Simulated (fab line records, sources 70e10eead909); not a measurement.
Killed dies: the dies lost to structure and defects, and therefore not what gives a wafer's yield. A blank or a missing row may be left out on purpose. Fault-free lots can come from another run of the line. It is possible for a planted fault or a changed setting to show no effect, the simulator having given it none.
Which tool is to blame?    flow nand_harc    24 lots with 72 wafers sampled at 6 steps, on a route of 1302 steps

WHAT THE GAUGES READ, wafer by wafer
No reading from a measuring or inspecting step in the record can be judged against a usual standard deviation.

TOOL THAT RAN EACH LOT (tool first, then ch and the chambers of the sampled wafers, then the start)
lot   NHARC_A_STAIRCASE_TRIM_191                   NHARC_A_STAIRCASE_ETCH_192                     NHARC_A_STAIRCASE_ETCH_201                     NHARC_A_STAIRCASE_ETCH_203                     NHARC_A_STAIRCASE_ETCH_225          NHARC_A_STAIRCASE_ETCH_227
L074  rie_diel-05 ch 0,1, no start                 rie_diel-05 ch 0,3, no start                   rie_diel-08 ch 1,2,3, no start                 rie_diel-08 ch 0,1, no start                   rie_diel-02 ch 0,1, no start        rie_diel-02 ch 0,1, no start
L075  rie_diel-02 ch 0,3, day 16 10:27 or earlier  rie_diel-02 ch 0,3, day 16 10:27 or earlier    rie_diel-08 ch 1,3, day 16 10:27 or earlier    rie_diel-08 ch 1,2,3, day 16 10:27 or earlier  rie_diel-05 ch 1,2, day 16 10:27    rie_diel-05 ch 1,2,3, no start
L076  rie_diel-05 ch 0,1,3, no start               rie_diel-05 ch 1,3, no start                   rie_diel-08 ch 1,3, no start                   rie_diel-08 ch 2,3, no start                   rie_diel-05 ch 0,2,3, no start      rie_diel-05 ch 0,3, no start
L077  rie_diel-08 ch 0,1,2, no start               rie_diel-08 ch 1,2,3, no start                 rie_diel-08 ch 2,3, no start                   rie_diel-08 ch 1,2, no start                   rie_diel-08 ch 0,1,3, no start      rie_diel-08 ch 1,3, no start
L078  rie_diel-05 ch 0,1,2, no start               rie_diel-05 ch 0,2,3, no start                 rie_diel-05 ch 0,3, no start                   rie_diel-05 ch 2,3, no start                   rie_diel-05 ch 1,2, no start        rie_diel-05 ch 0,2, no start
L079  rie_diel-05 ch 1,2,3, no start               rie_diel-05 ch 0,1,2, no start                 rie_diel-05 ch 0,1,3, no start                 rie_diel-05 ch 0,2,3, no start                 rie_diel-08 ch 0,1,2, no start      rie_diel-08 ch 0,1,2, no start
L080  rie_diel-08 ch 2,3, no start                 rie_diel-08 ch 0,1, no start                   rie_diel-02 ch 2,3, no start                   rie_diel-02 ch 2,3, no start                   rie_diel-08 ch 0,1, no start        rie_diel-08 ch 2,3, no start
L082  rie_diel-08 ch 1,2,3, no start               rie_diel-08 ch 1,2, no start                   rie_diel-08 ch 1,2,3, no start                 rie_diel-08 ch 1,2,3, no start                 rie_diel-05 ch 0,2,3, no start      rie_diel-05 ch 0,2, no start
L081  rie_diel-02 ch 0,2,3, no start               rie_diel-02 ch 0,1, no start                   rie_diel-02 ch 0,1,2, no start                 rie_diel-02 ch 0,1,3, no start                 rie_diel-08 ch 1,2, no start        rie_diel-08 ch 1,2,3, no start
L083  rie_diel-05 ch 1,3, no start                 rie_diel-05 ch 0,2,3, no start                 rie_diel-05 ch 0,1,3, no start                 rie_diel-05 ch 1,3, no start                   rie_diel-08 ch 0,2,3, no start      rie_diel-08 ch 1,3, no start
L085  rie_diel-08 ch 0,2,3, no start               rie_diel-08 ch 1,2,3, no start                 rie_diel-05 ch 0,1,2, no start                 rie_diel-05 ch 0,1,3, no start                 rie_diel-08 ch 0,1,2, no start      rie_diel-08 ch 0,1,2, no start
L086  rie_diel-05 ch 0,2,3, no start               rie_diel-05 ch 0,2,3, no start                 rie_diel-05 ch 0,1,3, no start                 rie_diel-05 ch 1,2,3, no start                 rie_diel-08 ch 1,2,3, no start      rie_diel-08 ch 0,2,3, no start
L084  rie_diel-05 ch 0,1,3, no start               rie_diel-05 ch 1,2,3, no start                 rie_diel-05 ch 0,1,3, no start                 rie_diel-05 ch 1,2,3, no start                 rie_diel-08 ch 0,1,3, no start      rie_diel-08 ch 0,1, no start
L087  rie_diel-02 ch 0,1, no start                 rie_diel-02 ch 0,1,2, no start                 rie_diel-08 ch 1,2,3, no start                 rie_diel-08 ch 1,2, no start                   rie_diel-05 ch 0,1,3, no start      rie_diel-05 ch 0,2,3, no start
L088  rie_diel-08 ch 0,1,3, no start               rie_diel-08 ch 0,2, no start                   rie_diel-02 ch 0,3, no start                   rie_diel-02 ch 0,2,3, no start                 rie_diel-05 ch 0,2,3, no start      rie_diel-05 ch 0,2,3, no start
L090  rie_diel-08 ch 1,2, no start                 rie_diel-08 ch 1,2, no start                   rie_diel-08 ch 1,2,3, no start                 rie_diel-08 ch 0,3, no start                   rie_diel-08 ch 0,2,3, no start      rie_diel-08 ch 2,3, no start
L089  rie_diel-02 ch 0,3, no start                 rie_diel-02 ch 1,2, no start                   rie_diel-08 ch 2,3, no start                   rie_diel-08 ch 0,1,3, no start                 rie_diel-08 ch 0,1,2, no start      rie_diel-08 ch 0,2,3, no start
L091  rie_diel-08 ch 0,1, no start                 rie_diel-08 ch 1,2,3, no start                 rie_diel-05 ch 0,2, no start                   rie_diel-05 ch 0,2, no start                   rie_diel-08 ch 0,1,3, no start      rie_diel-08 ch 0,1,2, no start
L094  rie_diel-08 ch 1,2,3, no start               rie_diel-08 ch 0,1, no start                   rie_diel-08 ch 0,2,3, no start                 rie_diel-08 ch 0,2,3, no start                 rie_diel-05 ch 0,2, no start        rie_diel-05 ch 2,3, no start
L092  rie_diel-08 ch 1,3, day 23 20:08 or earlier  rie_diel-08 ch 1,2,3, day 23 20:08 or earlier  rie_diel-05 ch 0,1,3, day 23 20:08 or earlier  rie_diel-05 ch 0,2, day 23 20:08 or earlier    rie_diel-05 ch 0,1,2, day 23 20:08  rie_diel-02 ch 1,2,3, day 23 20:47
L093  rie_diel-05 ch 0,1, no start                 rie_diel-05 ch 2,3, no start                   rie_diel-02 ch 0,1,3, no start                 rie_diel-02 ch 1,2,3, no start                 rie_diel-02 ch 0,1, no start        rie_diel-02 ch 1,2, no start
L095  rie_diel-02 ch 0,2,3, no start               rie_diel-02 ch 1,2, no start                   rie_diel-05 ch 0,1,3, no start                 rie_diel-05 ch 0,3, no start                   rie_diel-02 ch 0,1,3, no start      rie_diel-02 ch 0,1,2, no start
L096  rie_diel-08 ch 0,2,3, no start               rie_diel-08 ch 2,3, no start                   rie_diel-08 ch 0,2,3, no start                 rie_diel-08 ch 2,3, no start                   rie_diel-05 ch 0,3, no start        rie_diel-05 ch 0,1,3, no start
L097  rie_diel-05 ch 1,3, no start                 rie_diel-05 ch 1,2, no start                   rie_diel-08 ch 2,3, no start                   rie_diel-08 ch 0,1,2, no start                 rie_diel-05 ch 2,3, no start        rie_diel-05 ch 0,1,3, no start
- NHARC_A_STAIRCASE_TRIM_191: chemistry O2, time 211.2 s.
- NHARC_A_STAIRCASE_ETCH_192: etches the open film in C4F8/O2, target depth 100 nm, time 40.5 s.
- NHARC_A_STAIRCASE_ETCH_201: etches the open film in C4F8/O2, target depth 100 nm, time 40.5 s.
- NHARC_A_STAIRCASE_ETCH_203: etches the open film in C4F8/O2, target depth 100 nm, time 40.5 s.
- NHARC_A_STAIRCASE_ETCH_225: etches the open film in C4F8/O2, target depth 100 nm, time 40.5 s.
- NHARC_A_STAIRCASE_ETCH_227: etches the open film in C4F8/O2, target depth 100 nm, time 40.5 s.

WHAT THE TOOLS THEMSELVES READ (means of the sampled wafers that have a number; where no wafer has one, the mark that the record gives instead)
NHARC_A_STAIRCASE_TRIM_191.
lot   tool         drypump_motor_current_A (A)  o2_flow_sccm (sccm)  oes_product_au (a.u.)  rf_vpp_V (V)  showerhead_plenum_p_Torr (Torr)  throttle_valve_pct (%)
L074  rie_diel-05  4.7                          500.9                1.007                  58.1          3.68                             17.037
L075  rie_diel-02  5.0                          500.2                1.002                  57.4          3.59                             17.032
L076  rie_diel-05  5.1                          500.9                1.007                  58.1          3.62                             17.049
L077  rie_diel-08  5.3                          500.3                1.000                  58.3          3.64                             17.038
L078  rie_diel-05  5.1                          499.7                1.009                  57.7          3.60                             17.031
L079  rie_diel-05  5.5                          499.2                1.009                  57.5          3.55                             17.044
L080  rie_diel-08  5.3                          499.6                0.998                  58.2          3.56                             17.039
L082  rie_diel-08  5.6                          500.5                1.007                  58.4          3.64                             17.036
L081  rie_diel-02  5.2                          500.8                1.005                  57.6          3.54                             17.030
L083  rie_diel-05  5.1                          502.8                0.999                  57.8          3.52                             17.032
L085  rie_diel-08  5.4                          499.3                1.000                  57.5          3.53                             17.031
L086  rie_diel-05  5.5                          499.6                1.001                  57.7          3.62                             17.032
L084  rie_diel-05  5.0                          499.3                0.993                  58.2          3.60                             17.033
L087  rie_diel-02  5.7                          500.7                0.985                  57.6          3.70                             17.037
L088  rie_diel-08  5.6                          500.3                0.999                  57.7          3.60                             17.034
L090  rie_diel-08  5.5                          500.1                1.005                  58.3          3.71                             17.030
L089  rie_diel-02  5.0                          500.2                0.993                  57.6          3.56                             17.035
L091  rie_diel-08  5.4                          499.6                0.998                  57.7          3.59                             17.044
L094  rie_diel-08  5.6                          498.6                1.017                  57.9          3.62                             17.047
L092  rie_diel-08  5.8                          501.1                1.003                  58.1          3.60                             17.042
L093  rie_diel-05  4.7                          502.3                0.993                  57.4          3.56                             17.037
L095  rie_diel-02  5.2                          499.0                0.995                  57.7          3.51                             17.026
L096  rie_diel-08  5.4                          499.8                0.994                  58.0          3.52                             17.034
L097  rie_diel-05  5.1                          499.4                0.990                  57.3          3.50                             17.039

NHARC_A_STAIRCASE_ETCH_192.
lot   tool         oes_product_au (a.u.)  rf_fwd_power_W (W)  rf_vpp_V (V)
L074  rie_diel-05  0.948                  593                 903
L075  rie_diel-02  0.939                  591                 895
L076  rie_diel-05  0.934                  592                 897
L077  rie_diel-08  0.944                  590                 901
L078  rie_diel-05  0.958                  595                 900
L079  rie_diel-05  0.947                  594                 898
L080  rie_diel-08  0.962                  591                 899
L082  rie_diel-08  0.955                  589                 900
L081  rie_diel-02  0.931                  594                 901
L083  rie_diel-05  0.945                  594                 899
L085  rie_diel-08  0.948                  592                 901
L086  rie_diel-05  0.940                  593                 900
L084  rie_diel-05  0.938                  593                 897
L087  rie_diel-02  0.942                  591                 899
L088  rie_diel-08  0.948                  588                 897
L090  rie_diel-08  0.949                  587                 900
L089  rie_diel-02  0.940                  585                 898
L091  rie_diel-08  0.956                  591                 899
L094  rie_diel-08  0.939                  588                 897
L092  rie_diel-08  0.939                  590                 899
L093  rie_diel-05  0.933                  595                 897
L095  rie_diel-02  0.949                  589                 899
L096  rie_diel-08  0.941                  591                 896
L097  rie_diel-05  0.918                  593                 895

NHARC_A_STAIRCASE_ETCH_201.
lot   tool         oes_product_au (a.u.)  rf_fwd_power_W (W)  rf_vpp_V (V)
L074  rie_diel-08  0.934                  592                 894
L075  rie_diel-08  0.937                  593                 890
L076  rie_diel-08  0.946                  593                 891
L077  rie_diel-08  0.949                  588                 897
L078  rie_diel-05  0.945                  596                 900
L079  rie_diel-05  0.953                  593                 898
L080  rie_diel-02  0.939                  589                 895
L082  rie_diel-08  0.936                  591                 900
L081  rie_diel-02  0.929                  592                 901
L083  rie_diel-05  0.941                  594                 898
L085  rie_diel-05  0.937                  593                 898
L086  rie_diel-05  0.933                  592                 899
L084  rie_diel-05  0.926                  593                 899
L087  rie_diel-08  0.946                  591                 899
L088  rie_diel-02  0.941                  591                 897
L090  rie_diel-08  0.941                  588                 899
L089  rie_diel-08  0.967                  589                 896
L091  rie_diel-05  0.954                  595                 899
L094  rie_diel-08  0.948                  589                 897
L092  rie_diel-05  0.940                  594                 898
L093  rie_diel-02  0.934                  592                 898
L095  rie_diel-05  0.918                  594                 898
L096  rie_diel-08  0.934                  588                 895
L097  rie_diel-08  0.944                  592                 896

NHARC_A_STAIRCASE_ETCH_203.
lot   tool         oes_product_au (a.u.)  rf_fwd_power_W (W)  rf_vpp_V (V)
L074  rie_diel-08  0.947                  590                 893
L075  rie_diel-08  0.942                  591                 894
L076  rie_diel-08  0.933                  589                 897
L077  rie_diel-08  0.952                  589                 902
L078  rie_diel-05  0.953                  593                 896
L079  rie_diel-05  0.956                  595                 900
L080  rie_diel-02  0.941                  589                 894
L082  rie_diel-08  0.949                  589                 900
L081  rie_diel-02  0.922                  593                 899
L083  rie_diel-05  0.941                  595                 896
L085  rie_diel-05  0.939                  593                 899
L086  rie_diel-05  0.946                  594                 896
L084  rie_diel-05  0.941                  594                 896
L087  rie_diel-08  0.963                  589                 900
L088  rie_diel-02  0.946                  590                 896
L090  rie_diel-08  0.945                  593                 896
L089  rie_diel-08  0.960                  590                 900
L091  rie_diel-05  0.942                  593                 899
L094  rie_diel-08  0.954                  588                 896
L092  rie_diel-05  0.953                  594                 899
L093  rie_diel-02  0.948                  589                 897
L095  rie_diel-05  0.931                  593                 901
L096  rie_diel-08  0.937                  590                 895
L097  rie_diel-08  0.957                  588                 899

NHARC_A_STAIRCASE_ETCH_225.
lot   tool         oes_product_au (a.u.)  rf_fwd_power_W (W)  rf_vpp_V (V)
L074  rie_diel-02  0.946                  592                 902
L075  rie_diel-05  0.929                  593                 897
L076  rie_diel-05  0.942                  595                 900
L077  rie_diel-08  0.935                  592                 900
L078  rie_diel-05  0.947                  591                 897
L079  rie_diel-08  0.947                  590                 900
L080  rie_diel-08  0.947                  590                 898
L082  rie_diel-05  0.949                  595                 900
L081  rie_diel-08  0.951                  591                 903
L083  rie_diel-08  0.929                  588                 896
L085  rie_diel-08  0.954                  587                 900
L086  rie_diel-08  0.964                  591                 900
L084  rie_diel-08  0.935                  591                 899
L087  rie_diel-05  0.938                  592                 899
L088  rie_diel-05  0.933                  594                 900
L090  rie_diel-08  0.945                  589                 896
L089  rie_diel-08  0.946                  590                 900
L091  rie_diel-08  0.945                  592                 898
L094  rie_diel-05  0.933                  594                 900
L092  rie_diel-05  0.989                  594                 898
L093  rie_diel-02  0.931                  593                 902
L095  rie_diel-02  0.944                  593                 899
L096  rie_diel-05  0.936                  595                 899
L097  rie_diel-05  0.942                  595                 897

NHARC_A_STAIRCASE_ETCH_227.
lot   tool         oes_product_au (a.u.)  rf_fwd_power_W (W)  rf_vpp_V (V)
L074  rie_diel-02  0.941                  594                 904
L075  rie_diel-05  0.943                  594                 897
L076  rie_diel-05  0.954                  593                 902
L077  rie_diel-08  0.949                  591                 903
L078  rie_diel-05  0.952                  593                 899
L079  rie_diel-08  0.948                  589                 899
L080  rie_diel-08  0.946                  588                 897
L082  rie_diel-05  0.945                  594                 901
L081  rie_diel-08  0.953                  591                 899
L083  rie_diel-08  0.936                  591                 902
L085  rie_diel-08  0.931                  591                 899
L086  rie_diel-08  0.949                  589                 897
L084  rie_diel-08  0.946                  589                 898
L087  rie_diel-05  0.936                  594                 899
L088  rie_diel-05  0.938                  593                 899
L090  rie_diel-08  0.951                  590                 896
L089  rie_diel-08  0.957                  589                 896
L091  rie_diel-08  0.949                  589                 898
L094  rie_diel-05  0.929                  595                 897
L092  rie_diel-02  0.923                  590                 896
L093  rie_diel-02  0.952                  589                 898
L095  rie_diel-02  0.939                  590                 900
L096  rie_diel-05  0.936                  592                 898
L097  rie_diel-05  0.924                  593                 899

THE ANSWER, worked out from the rows above alone
Rule: the usual values come from the lots themselves. Put in order of their means at a reading, lots are off if they are a third of the lots or fewer, leave a main group of 4 or more, and stand apart from it by a gap of 3 or more times the standard deviation of the main group's means; of several such gaps the widest counts. Not used: any main group whose means are identical at the precision the tables above print for the reading. Also off: a lot with no number at a reading for which 4 or more lots have one. Any other lot the step has rows for is counted as sound. The gauges are gone through in route order, then the tools' own readings, and for those a lot's mean is taken as printed above. At the first step where some lot is off, the reading lying furthest off is the one used; lots without a number count as furthest.
Nothing can be told from this: no lot is off at any reading shown.

WHAT THE SIMULATOR PUT IN
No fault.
